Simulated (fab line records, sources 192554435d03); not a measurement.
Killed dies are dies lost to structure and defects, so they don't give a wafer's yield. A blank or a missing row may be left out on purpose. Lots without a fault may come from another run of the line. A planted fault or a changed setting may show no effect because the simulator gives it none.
A struck lot beside a sound one | flow n5_finfet | 36 steps out of a route of 1938
Sound: wafers L463.2, L463.4, L463.6. Struck: wafers L459.2, L459.4, L459.5. The cause comes at the end.
At each step with rows: each side's tool, then ch and its chambers, then its first start. Under that, the readings that differ: sound wafers | struck wafers | difference of the means | sigmas: that difference in standard deviations of wafers without a fault.
alike: readings whose means differ by less than 2 such deviations, and words and numbers that are the same on both sides. not compared: withheld readings, readings that some wafer has no value for, bounds like >300 that may hide the same value, and numbers for which the record gives no deviation and whose values overlap.
The two part at a step that has a row with sigmas, a row that says differs or no value, or rows on one side only. Numbers that don't overlap but have no deviation are shown without sigmas and don't part them. A reading that every wafer of one side lacks parts them only if that side has two wafers or more.

first, 9 steps without rows for these wafers: N5_BEOL_M4_ANNEAL_95 (time 240 s); N5_BEOL_M4_SPUTTER_96 (material Cu, target thk 4.5 nm, time 8.29 s); N5_BEOL_M4_ECD_50 (material Cu, target thk 300 nm); N5_BEOL_M4_ANNEAL_51 (time 90 s); N5_BEOL_M4_CMP_52 (polishes, stops on SiOC, t overpolish 6.8 s, target thk 40 nm); N5_BEOL_M4_PRE_CLEAN_60 (time 15 s); N5_BEOL_M4_CO_CAP_55 (material Co, precursor CCTBA/H2, target thk 2 nm, time 102.1 s); N5_BEOL_M4_PRE_CLEAN_56 (time 15 s); N5_BEOL_M4_DEP_57 (deposits SiCN from 3MS/NH3, target thk 8 nm, time 14 s).
N5_BEOL_M4_RC_MEAS_101:
  sound on prober-01 ch 0, day 14 02:44; struck on prober-02 ch 0, day 12 20:56
  reading   | sound       | struck      | difference | sigmas
  VT_N (mV) | 256 258 257 | 251 247 251 | -7         | -2
  alike: DIBL_N, DIBL_P, IOFF_N, IOFF_P, ION_N, ION_P, SS_N, SS_P, VT_P
then, 24 steps without rows for these wafers: N5_BEOL_M5_ILD_DEP_00 (deposits SiCOH lowk from DEMS/porogen, target thk 140.64 nm, time 25.9 s); N5_BEOL_M5_CURE_79 (cures SiCOH lowk, time 240 s); N5_BEOL_M5_PECVD_70 (deposits SiO2 from TEOS/O2, target thk 16 nm, time 18 s); N5_BEOL_M5_HM_DEP_02 (deposits TiN, target thk 20 nm); N5_BEOL_M5_COAT_59 (time 60 s, resist thk 60 nm); N5_BEOL_M5_COAT_60 (time 60 s, resist thk 12 nm); N5_BEOL_M5_COAT_71 (time 60 s, resist thk 5 nm); N5_BEOL_M5_COAT_05 (resist thk 30 nm); N5_BEOL_M5_EBR_07; N5_BEOL_M5_SOFTBAKE_06 (time 60 s); N5_BEOL_M5_EXPOSE_08 (exposes mask M5, target cd 28 nm); N5_BEOL_M5_PEB_09 (peb time 60 s); N5_BEOL_M5_DEVELOP_10 (develop time 30 s); N5_BEOL_M5_DESCUM_16 (chemistry O2, time 7 s); N5_BEOL_M5_ETCH_72 (etches underlayer in N2/H2, target depth 6.5 nm, time 5.2 s); N5_BEOL_M5_ETCH_61 (etches SiARC in CF4, target depth 15.6 nm, time 26 s); N5_BEOL_M5_ETCH_62 (etches SOC in N2/H2, target depth 75 nm, overetch 15 nm, time 112.5 s); N5_BEOL_M5_STRIP_63 (strips in N2/H2); N5_BEOL_M5_STRIP_73 (strips in N2/H2); N5_BEOL_M5_STRIP_64 (strips in CF4); N5_BEOL_M5_HM_OPEN_17 (chemistry Cl2/BCl3, target TiN, target depth 20 nm, overetch 6 nm); N5_BEOL_M5_STRIP_19 (strips in O2); N5_BEOL_M5_COAT_65 (time 60 s, resist thk 60 nm); N5_BEOL_M5_COAT_66 (time 60 s, resist thk 12 nm).
-- the record jumps here: 4 days lie between the struck wafers' starts before and after (it left off in module BEOL_M5 and takes up again in module PASSIVATION, whose first step shown is number 1930 of the route) --
N5_PASSIVATION_ETCH_54: etches SiO2 in CHF3/O2, target depth 880 nm, time 440 s.
  sound on rie_diel-02 ch 0,2,3, day 18 14:03; struck on rie_diel-03 ch 1,3, day 17 08:26
  no value came back on the struck wafers for any of 8 readings (CHF3_flow_sccm (sccm), O2_flow_sccm (sccm) and others); on the sound wafers CHF3_flow_sccm (sccm) reads 50.14 50.25 50.15
  not compared: rf_hours_counter_h
N5_PASSIVATION_PROBE_49:
  the record has rows for the struck wafers here (prober-02, day 17 11:16) and none for the sound ones

WHERE THEY PART
First at N5_BEOL_M4_RC_MEAS_101; last, within this record, at N5_PASSIVATION_PROBE_49.

WHY: what the simulator had put in
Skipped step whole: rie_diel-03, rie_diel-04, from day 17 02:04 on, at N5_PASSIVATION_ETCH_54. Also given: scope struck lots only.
